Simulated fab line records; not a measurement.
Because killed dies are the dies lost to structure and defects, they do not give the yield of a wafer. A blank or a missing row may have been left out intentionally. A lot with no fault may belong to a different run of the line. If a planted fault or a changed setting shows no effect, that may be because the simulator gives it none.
Which tool is to blame? / flow nand_harc / Sampling: 14 lots, 41 wafers, 6 of 1302 route steps

WHAT THE GAUGES READ, wafer by wafer
NHARC_P_BONDPAD_CD_MEAS_13.
lot=L979; measured=day 6 17:33; on=cd_sem-01; cd_nm (nm)=496.3 497.8 493.6
lot=L980; measured=day 6 20:31; on=cd_sem-03; cd_nm (nm)=499.5 501.0 502.0
lot=L982; measured=day 8 01:00; on=cd_sem-02; cd_nm (nm)=495.9 500.2 497.2
lot=L983; measured=day 8 06:02; on=cd_sem-02; cd_nm (nm)=500.7 496.7 498.3
lot=L984; measured=day 8 11:12; on=cd_sem-01; cd_nm (nm)=500.2 498.9 497.5
lot=L985; measured=day 9 03:25; on=cd_sem-02; cd_nm (nm)=498.3 502.1 499.3
lot=L989; measured=day 10 21:01; on=cd_sem-02; cd_nm (nm)=499.5 498.5 496.6
lot=L990; measured=day 11 14:15; on=cd_sem-03; cd_nm (nm)=500.9 502.2 499.0
lot=L991; measured=day 11 17:39; on=cd_sem-02; cd_nm (nm)=498.1 500.7 498.7
lot=L994; measured=day 12 17:38; on=cd_sem-01; cd_nm (nm)=500.0 498.9 502.8
lot=L999; measured=day 15 07:31; on=cd_sem-01; cd_nm (nm)=495.9 495.6 498.1
lot=L100; measured=day 15 19:34; on=cd_sem-02; cd_nm (nm)=498.4 499.4
lot=L101; measured=day 15 21:56; on=cd_sem-01; cd_nm (nm)=501.8 500.2 498.6
lot=L102; measured=day 16 05:22; on=cd_sem-01; cd_nm (nm)=497.6 498.8 502.8

NHARC_P_BONDPAD_INSPECT_23.
lot=L979; measured=day 6 19:47; on=defect_inspect-01; raw_defect_count=284 276 234
lot=L980; measured=day 6 22:48; on=defect_inspect-02; raw_defect_count=332 338 368
lot=L982; measured=day 8 03:16; on=defect_inspect-02; raw_defect_count=273 321 392
lot=L983; measured=day 8 08:17; on=defect_inspect-02; raw_defect_count=291 391 269
lot=L984; measured=day 8 13:35; on=defect_inspect-01; raw_defect_count=325 337 376
lot=L985; measured=day 9 05:39; on=defect_inspect-02; raw_defect_count=220 180 158
lot=L989; measured=day 10 23:14; on=defect_inspect-01; raw_defect_count=192 301 246
lot=L990; measured=day 11 16:31; on=defect_inspect-02; raw_defect_count=384 240 262
lot=L991; measured=day 11 19:56; on=defect_inspect-01; raw_defect_count=388 316 269
lot=L994; measured=day 12 19:54; on=defect_inspect-01; raw_defect_count=424 297 294
lot=L999; measured=day 15 09:46; on=defect_inspect-01; raw_defect_count=371 297 260
lot=L100; measured=day 15 21:56; on=defect_inspect-01; raw_defect_count=251 570
lot=L101; measured=day 16 00:12; on=defect_inspect-01; raw_defect_count=348 206 393
lot=L102; measured=day 16 07:38; on=defect_inspect-01; raw_defect_count=158 202 180

NHARC_A_ONON_D1_THK_MEAS_18: measures by ellipsometry.
lot=L979; measured=day 8 05:32; on=film_metro-02; thk_nm (nm)=997 996 995
lot=L980; measured=day 8 05:32; on=film_metro-01; thk_nm (nm)=996 996 996
lot=L982; measured=day 9 16:32; on=film_metro-02; thk_nm (nm)=1009 1008 1007
lot=L983; measured=day 9 16:33; on=film_metro-01; thk_nm (nm)=1007 1009 1007
lot=L984; measured=day 9 23:14; on=film_metro-01; thk_nm (nm)=1001 1003 1000
lot=L985; measured=day 10 17:06; on=film_metro-02; thk_nm (nm)=1010 1012 1009
lot=L989; measured=day 12 07:55; on=film_metro-01; thk_nm (nm)=1009 1008 1007
lot=L990; measured=day 13 01:48; on=film_metro-01; thk_nm (nm)=987 987 986
lot=L991; measured=day 13 09:05; on=film_metro-02; thk_nm (nm)=996 997 997
lot=L994; measured=day 14 06:42; on=film_metro-01; thk_nm (nm)=1006 1006 1007
lot=L999; measured=day 16 19:32; on=film_metro-01; thk_nm (nm)=994 669 669
lot=L100; measured=day 17 07:30; on=film_metro-01; thk_nm (nm)=656 656
lot=L101; measured=day 17 07:32; on=film_metro-02; thk_nm (nm)=985 985 986
lot=L102; measured=day 17 20:37; on=film_metro-02; thk_nm (nm)=1006 1007 681

NHARC_A_CHANNEL_HOLE_D1_INSPECT_12.
lot=L979; measured=day 8 11:50; on=defect_inspect-02; raw_defect_count=10 8 9
lot=L980; measured=day 8 12:21; on=defect_inspect-01; raw_defect_count=4 5 7
lot=L982; measured=day 10 01:35; on=defect_inspect-02; raw_defect_count=4 3 2
lot=L983; measured=day 10 01:55; on=defect_inspect-01; raw_defect_count=5 8 5
lot=L984; measured=day 10 04:44; on=defect_inspect-02; raw_defect_count=4 5 4
lot=L985; measured=day 10 22:44; on=defect_inspect-02; raw_defect_count=6 5 9
lot=L989; measured=day 12 13:34; on=defect_inspect-01; raw_defect_count=7 6 4
lot=L990; measured=day 13 10:32; on=defect_inspect-02; raw_defect_count=7 7 12
lot=L991; measured=day 13 17:01; on=defect_inspect-02; raw_defect_count=3 5 5
lot=L994; measured=day 14 13:29; on=defect_inspect-01; raw_defect_count=5 4 5
lot=L999; measured=day 17 02:16; on=defect_inspect-02; raw_defect_count=4
lot=L101; measured=day 17 16:14; on=defect_inspect-01; raw_defect_count=7 5 1
lot=L102; measured=day 18 03:11; on=defect_inspect-02; raw_defect_count=3 4

NHARC_END_SORT_01.
lot=L999; measured=day 32 09:05; on=prober-02; killed_at_array=32 671 670; killed_at_other=0 2 3; killed_at_periphery=7 4 4; killed_dies=39 677 677; killed_open=2 4 6; killed_short=2 4 4
lot=L100; measured=day 33 07:42; on=prober-02; killed_at_array=670 674; killed_at_other=1 0; killed_at_periphery=6 3; killed_dies=677 677; killed_open=2 1; killed_short=1 1
lot=L102; measured=day 34 11:44; on=prober-02; killed_at_array=70 73 673; killed_at_other=0 1 3; killed_at_periphery=2 3 1; killed_dies=72 77 677; killed_open=1 3 5; killed_short=0 5 3

EACH LOT AND THE TOOL THAT RAN IT (in order: tool; ch and the chambers of the sampled wafers; start)
lot=L979; NHARC_A_ONON_D1_DEP_16=pecvd_onon-04 ch 0, day 8 05:02
lot=L980; NHARC_A_ONON_D1_DEP_16=pecvd_onon-03 ch 0, day 8 05:02
lot=L982; NHARC_A_ONON_D1_DEP_16=pecvd_onon-04 ch 0, day 9 16:09
lot=L983; NHARC_A_ONON_D1_DEP_16=pecvd_onon-03 ch 0, day 9 16:09
lot=L984; NHARC_A_ONON_D1_DEP_16=pecvd_onon-04 ch 0, day 9 22:43
lot=L985; NHARC_A_ONON_D1_DEP_16=pecvd_onon-04 ch 0, day 10 16:39
lot=L989; NHARC_A_ONON_D1_DEP_16=pecvd_onon-03 ch 0, day 12 07:28
lot=L990; NHARC_A_ONON_D1_DEP_16=pecvd_onon-03 ch 0, day 13 01:28
lot=L991; NHARC_A_ONON_D1_DEP_16=pecvd_onon-03 ch 0, day 13 08:38
lot=L994; NHARC_A_ONON_D1_DEP_16=pecvd_onon-02 ch 0, day 14 06:18
lot=L999; NHARC_A_ONON_D1_DEP_16=pecvd_onon-03 ch 0, day 16 19:12
lot=L100; NHARC_A_ONON_D1_DEP_16=pecvd_onon-03 ch 0, day 17 07:13
lot=L101; NHARC_A_ONON_D1_DEP_16=pecvd_onon-04 ch 0, day 17 07:02
lot=L102; NHARC_A_ONON_D1_DEP_16=pecvd_onon-03 ch 0, day 17 20:07
- NHARC_A_ONON_D1_DEP_16: target thk 1000 nm.

AS READ BY THE TOOLS THEMSELVES (means over the sampled wafers that have a number; for cases with no such wafer, the mark the record gives instead)
NHARC_A_ONON_D1_DEP_16.
lot=L979; tool=pecvd_onon-04; n2_flow_sccm (sccm)=2761; n2o_flow_sccm (sccm)=1999; nh3_flow_sccm (sccm)=500.8
lot=L980; tool=pecvd_onon-03; n2_flow_sccm (sccm)=2752; n2o_flow_sccm (sccm)=1998; nh3_flow_sccm (sccm)=501.5
lot=L982; tool=pecvd_onon-04; n2_flow_sccm (sccm)=2751; n2o_flow_sccm (sccm)=1999; nh3_flow_sccm (sccm)=499.2
lot=L983; tool=pecvd_onon-03; n2_flow_sccm (sccm)=2751; n2o_flow_sccm (sccm)=2000; nh3_flow_sccm (sccm)=500.9
lot=L984; tool=pecvd_onon-04; n2_flow_sccm (sccm)=2747; n2o_flow_sccm (sccm)=2001; nh3_flow_sccm (sccm)=500.1
lot=L985; tool=pecvd_onon-04; n2_flow_sccm (sccm)=2761; n2o_flow_sccm (sccm)=2002; nh3_flow_sccm (sccm)=498.3
lot=L989; tool=pecvd_onon-03; n2_flow_sccm (sccm)=2751; n2o_flow_sccm (sccm)=2007; nh3_flow_sccm (sccm)=499.5
lot=L990; tool=pecvd_onon-03; n2_flow_sccm (sccm)=2748; n2o_flow_sccm (sccm)=1993; nh3_flow_sccm (sccm)=499.7
lot=L991; tool=pecvd_onon-03; n2_flow_sccm (sccm)=2746; n2o_flow_sccm (sccm)=2007; nh3_flow_sccm (sccm)=500.0
lot=L994; tool=pecvd_onon-02; n2_flow_sccm (sccm)=2750; n2o_flow_sccm (sccm)=1998; nh3_flow_sccm (sccm)=500.8
lot=L999; tool=pecvd_onon-03; n2_flow_sccm (sccm)=2744; n2o_flow_sccm (sccm)=1993; nh3_flow_sccm (sccm)=501.8
lot=L100; tool=pecvd_onon-03; n2_flow_sccm (sccm)=2756; n2o_flow_sccm (sccm)=2000; nh3_flow_sccm (sccm)=499.1
lot=L101; tool=pecvd_onon-04; n2_flow_sccm (sccm)=2743; n2o_flow_sccm (sccm)=2004; nh3_flow_sccm (sccm)=502.4
lot=L102; tool=pecvd_onon-03; n2_flow_sccm (sccm)=2743; n2o_flow_sccm (sccm)=1999; nh3_flow_sccm (sccm)=499.2

THE ANSWER, worked out from the rows above alone
Rule: the lots themselves supply what counts as usual. Put in order of their means at a reading, lots are off if they are a third of the lots or fewer, leave a main group of 4 or more, and stand apart from it by a gap of 3 or more times the standard deviation of the main group's means; of several such gaps the widest counts. The tables above print the reading to a certain number of digits; a main group whose means all agree to those digits is not used. A lot without any number at a reading at which 4 lots or more have one is off too. Any other lot the step has rows for is counted as sound. First the gauges in route order, then the tools' own readings, where a lot's mean is used as printed above. The first step at which some lot is off is used, and at that step the reading that is off furthest; a lot without a number counts as furthest.
Off, at NHARC_A_ONON_D1_THK_MEAS_18 on thk_nm: L999, L100, L102. The main group: mean 1000 nm, standard deviation 8.4.
If a tool, at a process step before that reading, ran all the lots that are off and no sound lot after the first of them, it fits. Gauges at NHARC_A_ONON_D1_THK_MEAS_18: tried the same way as those tools. One candidate fits, namely pecvd_onon-03 at NHARC_A_ONON_D1_DEP_16. Its last sound lot is L991 (day 13 08:38), its first lot that is off L999 (day 16 19:12): a fault that began between those two fits.

WHAT THE SIMULATOR PUT IN
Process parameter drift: pecvd_onon-03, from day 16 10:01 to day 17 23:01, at NHARC_A_ONON_D1_DEP_16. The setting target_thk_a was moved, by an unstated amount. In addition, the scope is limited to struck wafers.
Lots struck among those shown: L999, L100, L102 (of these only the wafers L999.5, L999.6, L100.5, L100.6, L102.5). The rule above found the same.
